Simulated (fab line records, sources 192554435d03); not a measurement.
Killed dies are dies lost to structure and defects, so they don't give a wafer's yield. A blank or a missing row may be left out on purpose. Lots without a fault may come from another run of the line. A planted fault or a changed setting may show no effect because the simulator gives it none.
fab line records | flow n5_finfet
record lots=7 wafers=39
route steps=1938 shown MOL_CONTACT_COAG@542 BEOL_M0_SAQP@638
start_h: hours from the record's first day to the start of the lot's first wafer shown | wait_h: hours since the lot's step before | " the same as in the row above | L1.1+2: a row that stands for several wafers | - no value, or no start given | * or withheld: withheld | < > ~ a bound
route shown NAME@n: a module of which the file shows steps, and the number in the route of the first | usual: mean/standard deviation of fault-free wafers | same: alike in all rows | chamber/n: place in a boat | sites: the reading at each site | _std_site: their standard deviation | _edge_site: outer sites' mean less inner sites' | radius_mm: how far each site lies from the wafer's centre | mask NAME#n: copy n | behind: the tool/chamber that last shaped the wafer | hold: why the lot was held/for how many hours/how that ended | device: the transistor (n, p or np) that didn't switch | end of line: the same wafers' tests at the end of the route | a step without rows: its recipe alone | killed: dies lost to structure and defects at the first sort, not the wafer's yield | map: a wafer's dies, x killed, . not, _ none there
set.NAME: the setting as run; set.NAME@STEP: as run at that earlier step | model.NAME: the simulator's own value behind a step, which no gauge read
lots whose settings were changed on purpose; a table a step, a row a wafer
## steps
# step N5_MOL_CONTACT_COAG_PRECLEAN_111
# recipe chemistry=NF3:NH3 afs_cycles=1 temp_c=30 time_s=20 sublimation_temp_c=180 sublimation_time_s=60 pressure_torr=3 rf_power_w=30
# columns lot.wafer tool chamber start_h wait_h set.time_s model.SiNx_of_SPACER0_ALD_07.thk_nm model.SiNx_of_GATE_CUT_SAC_CAP_01.thk_nm
L075.1+2+5 remote_plasma-02 0 97.14 0.3 28.21 0.8 20
L075.3+6 " 0 " " 20 1 20.2
L075.4 " 0 " " 20 1.2 20.2
L077.1 remote_plasma-01 0 115.93 0.2 20 1 20.4
L077.3+6 " 0 " " 20 1 20.2
L079.1+3+5 remote_plasma-01 0 122.91 0.2 28.97 0.8 20
L079.2 " 0 " " 20 1.2 20.2
L079.4 " 0 " " 20 1.2 20.4
L079.6 " 0 " " 20 1 20.2
L083.1+3+6 remote_plasma-02 0 142.11 1.3 14.82 1.4 20.6
L083.2+5 " 0 " " 20 1.2 20.4
L083.4 " 0 " " 20 1 20.4
L091.1+2+5 remote_plasma-01 0 193.29 0.2 20 1 20.4
L091.3+4 " 0 " " 9.253 1.6 20.8
L091.6 " 0 " " 9.253 1.6 20.6
L092.1 remote_plasma-02 0 203.44 0.2 20 1 20.4
L092.2+5 " 0 " " 14.57 1.4 20.4
L092.3 " 0 " " 20 1.2 20.4
L092.4 " 0 " " 14.57 1.4 20.6
L092.6 " 0 " " 20 1.2 20.2
L094.1+6 remote_plasma-01 1 212.51 0.2 8.441 1.6 20.8
L094.2 " 1 " " 20 1.2 20.4
L094.3+4 " 1 " " 20 1 20.4
L094.5 " 1 " " 8.441 1.6 21
# step N5_MOL_CONTACT_COAG_TI_SIL_19
# recipe material=Ti target_thk_a=42 temp_c=200 chamber_pressure_pa=5 power_w=5000 time_s=15
# step N5_MOL_CONTACT_COAG_ALD_20
# recipe material=TiN target_thk_a=15 temp_c=400 ald_precursor_family=TiCl4 ald_co_reactant=NH3 pulse_time_s=1 purge_time_s=3 co_reactant_purge_time_s=2 co_reactant_pulse_time_s=2 ald_cycles=68 pressure_torr=3
# step N5_MOL_CONTACT_COAG_PRECLEAN_125
# recipe chemistry=DIW time_s=57.5 temp_c=23
# step N5_MOL_CONTACT_COAG_SRD_126
# recipe dry_time_s=32 dry=n2_spin spin_rpm=1500
# step N5_MOL_CONTACT_COAG_CMP_23
# recipe stop_on=SiO2 t_overpolish_s=1.5 post_cmp_clean=cu_alkaline down_force_psi=2 platen_rpm=50.289 pad_velocity_m_s=1.0006 target_thk_nm=0
# columns lot.wafer tool chamber start_h wait_h set.time_s@MOL_CONTACT_COAG_PRECLEAN_111 model.SiNx_of_GATE_CUT_SAC_CAP_01.thk_nm
L075.1+2+5 cmp-02 1,3,1 103.90 0.0 28.21 18
L075.3+4 " 2,0 " " 20 18.2
L075.6 " 2 " " 20 18
L077.1+3+6 cmp-02 1,2,0 122.67 0.1 20 18.2
L079.4+2+6 cmp-02 1,3,2 129.10 0.0 20 18.2
L079.3+1+5 " 2,0,1 " " 28.97 18
L083.4 cmp-01 3 145.52 0.0 20 18.4
L083.3+1+6 " 0,1,3 " " 14.82 18.4
L083.2+5 " 2,0 " " 20 18.2
L091.1+5 cmp-02 1 197.39 0.0 20 18.4
L091.4+3 " 2,3 " " 9.253 18.8
L091.2 " 0 " " 20 18.2
L091.6 " 2 " " 9.253 18.6
L092.2+4+5 cmp-04 1,2,1 209.22 0.0 14.57 18.4
L092.3+6 " 3,2 " " 20 18.2
L092.1 " 0 " " 20 18.4
L094.4 cmp-04 3 216.64 0.0 20 18.4
L094.2+3 " 0,2 " " 20 18.2
L094.1 " 1 " " 8.441 18.6
L094.5+6 " 3,0 " " 8.441 18.8
# step N5_MOL_CONTACT_COAG_WET_ETCH_26
# recipe target=Co target_depth_nm=13
# columns lot.wafer tool chamber start_h wait_h set.time_s@MOL_CONTACT_COAG_PRECLEAN_111 model.SiNx_of_GATE_CUT_SAC_CAP_01.thk_nm
L075.1+2+5 wet_bench-05 4,1,3 104.43 0.2 28.21 17.8
L075.3+4 " 7,2 " " 20 18.2
L075.6 " 0 " " 20 18
L077.1+3+6 wet_bench-04 7,0,2 122.94 0.0 20 18.2
L079.1+3 wet_bench-03 5,0 129.45 0.0 28.97 18
L079.2+4+6 " 3,4,7 " " 20 18.2
L079.5 " 6 " " 28.97 17.8
L083.1+3+6 wet_bench-05 6,4,7 145.87 0.0 14.82 18.4
L083.2+4+5 " 5,0,3 " " 20 18.2
L091.1 wet_bench-04 3 197.74 0.0 20 18.4
L091.2+5 " 7,2 " " 20 18.2
L091.3+6 " 1,0 " " 9.253 18.6
L091.4 " 6 " " 9.253 18.8
L092.1 wet_bench-04 4 209.57 0.0 20 18.4
L092.2 " 3 " " 14.57 18.2
L092.3+6 " 7,5 " " 20 18.2
L092.4+5 " 6,0 " " 14.57 18.4
L094.1 wet_bench-04 3 216.99 0.0 8.441 18.6
L094.2+3 " 7,6 " " 20 18.2
L094.4 " 4 " " 20 18.4
L094.5+6 " 2,5 " " 8.441 18.8
# step N5_MOL_CONTACT_COAG_WET_ETCH_116
# recipe chemistry=SC1-inhibited target_depth_nm=4.6 dry=ipa_marangoni rinse_time_s=30 rinse_temp_c=23
# columns lot.wafer tool chamber start_h wait_h set.time_s@MOL_CONTACT_COAG_PRECLEAN_111 model.SiNx_of_GATE_CUT_SAC_CAP_01.thk_nm
L075.1+2+5 wet_bench-05 4,1,3 104.58 0.0 28.21 17.8
L075.3+4+6 " 7,2,0 " " 20 18
L077.1+3+6 wet_bench-04 7,0,2 123.09 0.0 20 18.2
L079.1 wet_bench-03 5 129.60 0.0 28.97 18
L079.2+4+6 " 3,4,7 " " 20 18.2
L079.3+5 " 0,6 " " 28.97 17.8
L083.1+3+6 wet_bench-05 6,4,7 146.02 0.0 14.82 18.4
L083.2+4+5 " 5,0,3 " " 20 18.2
L091.1 wet_bench-04 3 197.89 0.0 20 18.4
L091.2+5 " 7,2 " " 20 18.2
L091.3+4+6 " 1,6,0 " " 9.253 18.6
L092.1+3 wet_bench-04 4,7 209.72 0.0 20 18.2
L092.2 " 3 " " 14.57 18.2
L092.4+5 " 6,0 " " 14.57 18.4
L092.6 " 5 " " 20 18
L094.1+6 wet_bench-04 3,5 217.14 0.0 8.441 18.6
L094.2+3 " 7,6 " " 20 18.2
L094.4 " 4 " " 20 18.4
L094.5 " 2 " " 8.441 18.8
# step N5_MOL_CONTACT_COAG_ALD_27
# recipe material=SiOC target_thk_a=170 temp_c=400 ald_precursor_family=carbosiloxane ald_co_reactant=H2-plasma pulse_time_s=1.5 time_s=2720 purge_time_s=2 co_reactant_purge_time_s=2 ald_cycles=340 pressure_torr=2
# step N5_MOL_CONTACT_COAG_CMP_28
# recipe stop_on=SiNx t_overpolish_s=0.85 post_cmp_clean=alkaline_brush down_force_psi=4.15 platen_rpm=51.8 pad_velocity_m_s=1.0307 target_thk_nm=14.522
# columns lot.wafer tool chamber start_h wait_h set.time_s@MOL_CONTACT_COAG_PRECLEAN_111 model.SiNx_of_GATE_CUT_SAC_CAP_01.thk_nm
L075.2+1+5 cmp-01 3,1,3 106.46 0.8 28.21 17.6
L075.4+3+6 " 0,2,0 " " 20 17.8
L077.1 cmp-01 3 125.15 1.0 20 18
L077.3+6 " 0,1 " " 20 17.8
L079.3+1+5 cmp-01 1,0,1 131.70 0.8 28.97 17.6
L079.4+2+6 " 2,3,2 " " 20 17.8
L083.3+1 cmp-01 2,1 147.91 0.8 14.82 18.2
L083.4+2+5 " 3,0,3 " " 20 18
L083.6 " 2 " " 14.82 18
L091.2+1+5 cmp-04 0,3,0 200.24 0.8 20 18
L091.3+4 " 1,2 " " 9.253 18.4
L091.6 " 1 " " 9.253 18.2
L092.3+1 cmp-02 1,3 211.61 0.8 20 18
L092.4+2+5 " 2,0,2 " " 14.57 18
L092.6 " 1 " " 20 17.8
L094.4+3+2 cmp-04 0,1,2 219.02 0.0 20 18
L094.1 " 3 " " 8.441 18.2
L094.5+6 " 0,1 " " 8.441 18.4
# step N5_MOL_CONTACT_COAG_THK_MEAS_29
# recipe reads=SiNx_of_GATE_CUT_PECVD_57+SiNx_of_GATE_CUT_SAC_CAP_01
# usual MD_CAP_THK=17.91/0.076
# columns lot.wafer tool chamber start_h wait_h set.time_s@MOL_CONTACT_COAG_PRECLEAN_111 MD_CAP_THK[nm]
L075.1 film_metro-01 - 106.76 - 28.21 17.59
L075.2 " - " " 28.21 17.57
L075.3 " - " " 20 17.85
L075.4 " - " " 20 17.86
L075.5 " - " " 28.21 17.60
L075.6 " - " " 20 17.81
L077.1 film_metro-01 - 125.37 - 20 17.96
L077.3 " - " " 20 17.86
L077.6 " - " " 20 17.85
L079.1 film_metro-01 - 131.99 - 28.97 17.64
L079.2 " - " " 20 17.81
L079.3 " - " " 28.97 17.58
L079.4 " - " " 20 17.92
L079.5 " - " " 28.97 17.59
L079.6 " - " " 20 17.90
L083.1 film_metro-02 - 148.20 - 14.82 18.08
L083.2 " - " " 20 17.92
L083.3 " - " " 14.82 18.10
L083.4 " - " " 20 17.99
L083.5 " - " " 20 17.92
L083.6 " - " " 14.82 18.10
L091.1 film_metro-02 - 200.53 - 20 18.01
L091.2 " - " " 20 17.92
L091.3 " - " " 9.253 18.36
L091.4 " - " " 9.253 18.35
L091.5 " - " " 20 17.95
L091.6 " - " " 9.253 18.22
L092.1 film_metro-02 - 211.90 - 20 18.00
L092.2 " - " " 14.57 17.95
L092.3 " - " " 20 17.92
L092.4 " - " " 14.57 18.12
L092.5 " - " " 14.57 18.09
L092.6 " - " " 20 17.80
L094.1 film_metro-01 - 219.32 - 8.441 18.26
L094.2 " - " " 20 17.92
L094.3 " - " " 20 17.94
L094.4 " - " " 20 18.00
L094.5 " - " " 8.441 18.45
L094.6 " - " " 8.441 18.36
# step N5_MOL_CONTACT_COAG_ALD_123
# recipe material=SiNx target_thk_a=50 temp_c=400 ald_precursor_family=SiH2I2 ald_co_reactant=N2/H2-plasma pulse_time_s=1 purge_time_s=2 co_reactant_purge_time_s=2 ald_cycles=100 pressure_torr=2
# step N5_MOL_CONTACT_COAG_PECVD_31
# recipe material=SiO2 target_thk_a=460 temp_c=400 precursor=TEOS/O2 pressure_torr=6.5 rf_w=withheld teos_flow_sccm=withheld gas=O2 flow_sccm=2650 time_s=8.9
# step N5_MOL_CONTACT_COAG_VIA_ETCH_46
# recipe chemistry=C4F6/O2 target_depth_a=460 overetch_a=92 mask_material=SOC target=SiO2 bias_w=455 pressure_mtorr=10 time_s=40 source_w=325 Ar_flow_sccm=300 C4F6_flow_sccm=10 O2_flow_sccm=10 ion_energy_ev=575.3 ends=end_point
# step N5_MOL_CONTACT_COAG_STRIP_96
# recipe chemistry=N2/H2 power_w=500 temp_c=40 pressure_mtorr=50 rf_frequency_hz=6e+07 overash_fraction=0.3 bias_power_w=28 h2_frac=0.5 n2_flow_sccm=300 h2_flow_sccm=300
# step N5_MOL_CONTACT_COAG_ETCH_47
# recipe chemistry=CH3F/O2 target=SiNx target_depth_a=270 mask_material=SiO2 stop_on=W over_etch_frac=0.2 ion_energy_ev=120 endpoint=OES-CN pressure_mtorr=30 source_w=395 bias_w=73 Ar_flow_sccm=150 CH3F_flow_sccm=30 O2_flow_sccm=20 ends=end_point
# columns lot.wafer tool chamber start_h wait_h set.time_s@MOL_CONTACT_COAG_PRECLEAN_111 model.MOL_CONTACT_COAG.feature_depth_nm model.etch.depth_nm
L075.1+2+5 rie_diel-03 1,0,3 108.60 0.0 28.21 18.2 17.6
L075.3 " 3 " " 20 18.4 17.82
L075.4 " 2 " " 20 18.4 17.83
L075.6 " 0 " " 20 18.4 17.76
L077.1 rie_diel-05 2 127.31 0.0 20 18.6 17.93
L077.3 " 0 " " 20 18.4 17.86
L077.6 " 0 " " 20 18.4 17.85
L079.1 rie_diel-03 3 133.97 0.0 28.97 18.2 17.65
L079.2+6 " 1 " " 20 18.4 17.88
L079.3 " 2 " " 28.97 18.2 17.62
L079.4 " 3 " " 20 18.4 17.9
L079.5 " 2 " " 28.97 18.2 17.61
L083.1 rie_diel-04 1 149.90 0.0 14.82 18.8 18.13
L083.2 " 2 " " 20 18.4 17.91
L083.3 " 0 " " 14.82 18.8 18.11
L083.4 " 2 " " 20 18.6 18
L083.5 " 0 " " 20 18.4 17.93
L083.6 " 1 " " 14.82 18.6 18.08
L091.1 rie_diel-03 2 202.46 0.0 20 18.6 18.06
L091.2 " 3 " " 20 18.6 17.93
L091.3 " 0 " " 9.253 19 18.38
L091.4 " 1 " " 9.253 19 18.4
L091.5 " 3 " " 20 18.6 17.97
L091.6 " 0 " " 9.253 18.8 18.24
L092.1 rie_diel-05 3 214.05 0.0 20 18.6 18.01
L092.2 " 1 " " 14.57 18.6 17.99
L092.3 " 2 " " 20 18.4 17.91
L092.4 " 0 " " 14.57 18.6 18.08
L092.5 " 0 " " 14.57 18.6 18.04
L092.6 " 3 " " 20 18.4 17.83
L094.1 rie_diel-03 1 221.26 0.0 8.441 18.8 18.29
L094.2 " 2 " " 20 18.6 17.96
L094.3 " 0 " " 20 18.6 17.95
L094.4 " 3 " " 20 18.6 18.04
L094.5 " 1 " " 8.441 19 18.48
L094.6 " 0 " " 8.441 19 18.41
# step N5_BEOL_M0_SAQP_PECVD_04
# recipe material=a-Si target_thk_a=600 temp_c=350 precursor=SiH4/He pressure_torr=3 rf_w=100 time_s=60.2
# columns lot.wafer tool chamber start_h wait_h set.time_s model.a-Si_of_BEOL_M0_SAQP_PECVD_04.thk_nm
L075.1 pecvd-03 0 118.48 0.0 90.27 89
L075.2 " 2 " " 60.2 59.8
L075.3 " 1 " " 90.27 89.8
L075.4 " 0 " " 60.2 60.6
L075.5 " 2 " " 90.27 91.2
L075.6 " 1 " " 60.2 61
L077.1 pecvd-03 1 134.01 0.0 60.2 59
L077.3 " 0 " " 60.2 60.2
L077.6 " 0 " " 60.2 60.6
L079.1+2 pecvd-03 1,2 140.37 0.0 60.2 59.6
L079.3 " 0 " " 60.2 60
L079.4 " 0 " " 60.2 61.6
L079.5 " 2 " " 60.2 61.4
L079.6 " 1 " " 60.2 60.8
L083.1 pecvd-04 0 157.70 0.0 60.2 59.8
L083.2+5 " 1 " " 33.35 32.6
L083.3 " 2 " " 33.35 32.8
L083.4 " 2 " " 60.2 59.4
L083.6 " 0 " " 60.2 60.4
L091.1+3 pecvd-01 1,2 209.58 0.0 71.79 70.8
L091.2 " 0 " " 60.2 58.8
L091.4 " 1 " " 71.79 71.8
L091.5 " 2 " " 60.2 60
L091.6 " 0 " " 60.2 59.6
L092.1 pecvd-04 1 221.07 0.0 38.71 37
L092.2 " 0 " " 38.71 37.4
L092.3+5 " 1,0 " " 60.2 59.6
L092.4 " 0 " " 38.71 38
L092.6 " 1 " " 60.2 59.4
L094.1+3 pecvd-03 0,2 232.21 0.0 60.2 59
L094.2 " 1 " " 60.2 58.4
L094.4 " 0 " " 60.2 60.6
L094.5 " 1 " " 60.2 59.6
L094.6 " 2 " " 60.2 60.8
# step N5_BEOL_M0_SAQP_THK_MEAS_05
# usual thk_nm=59.9/0.74
# columns lot.wafer tool chamber start_h wait_h set.time_s@BEOL_M0_SAQP_PECVD_04 thk_nm
L075.1 film_metro-02 - 118.57 0.1 90.27 89.1
L075.2 " - " " 60.2 59.8
L075.3 " - " " 90.27 89.8
L075.4 " - " " 60.2 60.7
L075.5 " - " " 90.27 91.2
L075.6 " - " " 60.2 61.1
L077.1 film_metro-02 - 134.10 0.1 60.2 58.9
L077.3 " - " " 60.2 60.1
L077.6 " - " " 60.2 60.6
L079.1 film_metro-01 - 140.47 0.1 60.2 59.5
L079.2 " - " " 60.2 59.6
L079.3 " - " " 60.2 59.9
L079.4 " - " " 60.2 61.5
L079.5 " - " " 60.2 61.5
L079.6 " - " " 60.2 60.7
L083.1 film_metro-02 - 157.79 0.1 60.2 59.7
L083.2 " - " " 33.35 32.6
L083.3 " - " " 33.35 32.7
L083.4 " - " " 60.2 59.4
L083.5 " - " " 33.35 32.6
L083.6 " - " " 60.2 60.4
L091.1 film_metro-02 - 209.68 0.1 71.79 70.9
L091.2 " - " " 60.2 58.8
L091.3 " - " " 71.79 70.8
L091.4 " - " " 71.79 71.7
L091.5 " - " " 60.2 60.1
L091.6 " - " " 60.2 59.5
L092.1 film_metro-01 - 221.19 0.1 38.71 37.0
L092.2 " - " " 38.71 37.3
L092.3 " - " " 60.2 59.5
L092.4 " - " " 38.71 38.0
L092.5 " - " " 60.2 59.6
L092.6 " - " " 60.2 59.4
L094.1 film_metro-02 - 232.31 0.1 60.2 59.1
L094.2 " - " " 60.2 58.5
L094.3 " - " " 60.2 59.1
L094.4 " - " " 60.2 60.5
L094.5 " - " " 60.2 59.6
L094.6 " - " " 60.2 60.8
# step N5_BEOL_M0_SAQP_HM_DEP_111
# recipe material=SiO2 target_thk_a=120 temp_c=400 precursor=SiH4/N2O pressure_torr=0.75 rf_w=275 time_s=7.2
# step N5_BEOL_M0_SAQP_COAT_81
# recipe resist=SOC temp_c=250 time_s=60 spin_rpm=1500 resist_thk_nm=100
# step N5_BEOL_M0_SAQP_HM_OPEN_112
# recipe chemistry=CHF3/O2 target=SiO2 stop_on=a-Si target_depth_a=120 over_etch_frac=1.25 mask_material=SOC time_s=13.5 pressure_mtorr=30 source_w=650 bias_w=170 Ar_flow_sccm=200 CHF3_flow_sccm=50 O2_flow_sccm=5 ion_energy_ev=200 ends=end_point
# step N5_BEOL_M0_SAQP_STRIP_113
# recipe chemistry=CHF3/O2 resist=SiARC rf_frequency_hz=6e+07
# step N5_BEOL_M0_SAQP_MANDREL_ETCH_20
# recipe target_depth_a=600 chemistry=HBr/Cl2 target=a-Si stop_on=SiNx bt_time_s=10 mask_material=SOC over_etch_frac=0.5 time_s=30 pressure_mtorr=10 icp_w=800 bias_w=75 HBr_flow_sccm=150 Cl2_flow_sccm=80 ends=end_point
# usual oes_product_au=0.776/0.012
# columns lot.wafer tool chamber start_h wait_h set.time_s@BEOL_M0_SAQP_PECVD_04 oes_product_au model.etch.depth_nm
L075.1 rie_si-03 2 119.42 0.0 90.27 0.992 89.04
L075.2 " 3 " " 60.2 0.755 59.78
L075.3 " 1 " " 90.27 0.998 89.53
L075.4 " 0 " " 60.2 0.796 60.61
L075.5 " 0 " " 90.27 1.032 91.25
L075.6 " 1 " " 60.2 0.800 60.98
L077.1 rie_si-01 1 134.98 0.0 60.2 0.772 58.93
L077.3 " 3 " " 60.2 0.786 60.12
L077.6 " 0 " " 60.2 0.773 60.52
L079.1 rie_si-03 1 141.19 0.0 60.2 0.782 59.46
L079.2 " 0 " " 60.2 0.792 59.56
L079.3 " 3 " " 60.2 0.759 59.99
L079.4 " 2 " " 60.2 0.775 61.54
L079.5 " 0 " " 60.2 0.805 61.43
L079.6 " 1 " " 60.2 0.793 60.73
L083.1 rie_si-02 0 158.64 0.0 60.2 0.762 59.71
L083.2 " 3 " " 33.35 0.571 32.64
L083.3 " 1 " " 33.35 0.571 32.7
L083.4 " 2 " " 60.2 0.756 59.43
L083.5 " 0 " " 33.35 0.560 32.54
L083.6 " 3 " " 60.2 0.772 60.41
L091.1 rie_si-02 1 210.53 0.0 71.79 0.846 70.81
L091.2 " 3 " " 60.2 0.771 58.75
L091.3 " 0 " " 71.79 0.847 70.69
L091.4 " 2 " " 71.79 0.852 71.73
L091.5 " 1 " " 60.2 0.770 60.08
L091.6 " 2 " " 60.2 0.764 59.54
L092.1 rie_si-01 1 222.25 0.0 38.71 0.605 36.9
L092.2 " 3 " " 38.71 0.623 37.27
L092.3 " 0 " " 60.2 0.753 59.49
L092.4 " 2 " " 38.71 0.612 38.05
L092.5 " 0 " " 60.2 0.758 59.59
L092.6 " 3 " " 60.2 0.784 59.32
L094.1 rie_si-01 1 233.12 0.0 60.2 0.772 58.97
L094.2 " 0 " " 60.2 0.761 58.47
L094.3 " 3 " " 60.2 0.777 59.06
L094.4 " 2 " " 60.2 0.784 60.53
L094.5 " 3 " " 60.2 0.791 59.64
L094.6 " 0 " " 60.2 0.773 60.8
## key
split step=N5_MOL_CONTACT_COAG_PRECLEAN_111 setting=time_s stated=20 by=wafer
response step=N5_MOL_CONTACT_COAG_PRECLEAN_111 reading=model.SiNx_of_SPACER0_ALD_07.thk_nm change=-0.0091 per=1% r=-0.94
response step=N5_MOL_CONTACT_COAG_PRECLEAN_111 reading=model.SiNx_of_GATE_CUT_SAC_CAP_01.thk_nm change=-0.00652 per=1% r=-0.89
response step=N5_MOL_CONTACT_COAG_CMP_23 reading=model.SiNx_of_GATE_CUT_SAC_CAP_01.thk_nm change=-0.00618 per=1% r=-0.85
response step=N5_MOL_CONTACT_COAG_WET_ETCH_26 reading=model.SiNx_of_GATE_CUT_SAC_CAP_01.thk_nm change=-0.00716 per=1% r=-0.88
response step=N5_MOL_CONTACT_COAG_WET_ETCH_116 reading=model.SiNx_of_GATE_CUT_SAC_CAP_01.thk_nm change=-0.0066 per=1% r=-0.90
response step=N5_MOL_CONTACT_COAG_CMP_28 reading=model.SiNx_of_GATE_CUT_SAC_CAP_01.thk_nm change=-0.00526 per=1% r=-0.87
response step=N5_MOL_CONTACT_COAG_THK_MEAS_29 reading=MD_CAP_THK change=-0.00642 per=1% r=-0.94
response step=N5_MOL_CONTACT_COAG_ETCH_47 reading=model.MOL_CONTACT_COAG.feature_depth_nm change=-0.00573 per=1% r=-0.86
split step=N5_BEOL_M0_SAQP_PECVD_04 setting=time_s stated=60.2 by=wafer
response step=N5_BEOL_M0_SAQP_PECVD_04 reading=model.a-Si_of_BEOL_M0_SAQP_PECVD_04.thk_nm change=+0.604 per=1% r=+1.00
response step=N5_BEOL_M0_SAQP_THK_MEAS_05 reading=thk_nm change=* per=1% r=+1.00
response step=N5_BEOL_M0_SAQP_MANDREL_ETCH_20 reading=oes_product_au change=+0.00439 per=1% r=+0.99
response step=N5_BEOL_M0_SAQP_MANDREL_ETCH_20 reading=model.etch.depth_nm change=+0.603 per=1% r=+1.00
